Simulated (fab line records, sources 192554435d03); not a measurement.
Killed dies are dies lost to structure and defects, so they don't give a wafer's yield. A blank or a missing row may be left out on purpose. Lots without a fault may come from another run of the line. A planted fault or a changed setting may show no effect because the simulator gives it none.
Chamber matching | flow n5_finfet | N5_BEOL_M0_CO_CAP_123 on cvd_co-01: 3 sister chambers
The step material Co, precursor CCTBA/H2, target thk 2 nm, time 102.1 s. 3 wafers are shown with their chamber, then 9 later ones without.

WAFERS WITH THEIR CHAMBER
wafer  | chamber | heater_power_w (W)
L090.2 | 0       | 216
L091.3 | 1       | 219
L091.6 | 2       | 218

WAFERS WITHOUT THEIR CHAMBER
wafer  | heater_power_w (W)
L092.1 | 216
L092.4 | 216
L092.6 | 224
L094.1 | 217
L094.2 | 222
L094.5 | 217
L095.1 | 217
L095.2 | 220
L095.5 | 219

WHICH CHAMBER EACH WENT THROUGH
wafer  | from the rows above          | in truth
L092.1 | can't be placed: 0 or 2 or 1 | 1
L092.4 | can't be placed: 0 or 2 or 1 | 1
L092.6 | can't be placed: 1 or 2 or 0 | 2
L094.1 | can't be placed: 0 or 2 or 1 | 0
L094.2 | can't be placed: 1 or 2 or 0 | 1
L094.5 | can't be placed: 0 or 2 or 1 | 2
L095.1 | can't be placed: 0 or 2 or 1 | 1
L095.2 | can't be placed: 1 or 2 or 0 | 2
L095.5 | can't be placed: 1 or 2 or 0 | 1
Placed correctly: 0 of 9. Can't be placed from these rows: 9 (the true chamber is among the candidates in 9). Placed wrongly: 0.
How it was worked out, from the rows above alone: a wafer's distance from a chamber is the root of the sum, over the readings, of the square of ((its reading less the chamber's mean) divided by the reading's scatter). The wafer belongs to the nearest chamber; if the next one is less than 2 further off, it can't be placed. A chamber's mean is the mean of its shown wafers. The scatter: with one shown wafer a chamber, the root of the mean of the squares of how far each hidden wafer lies from its nearest shown one.
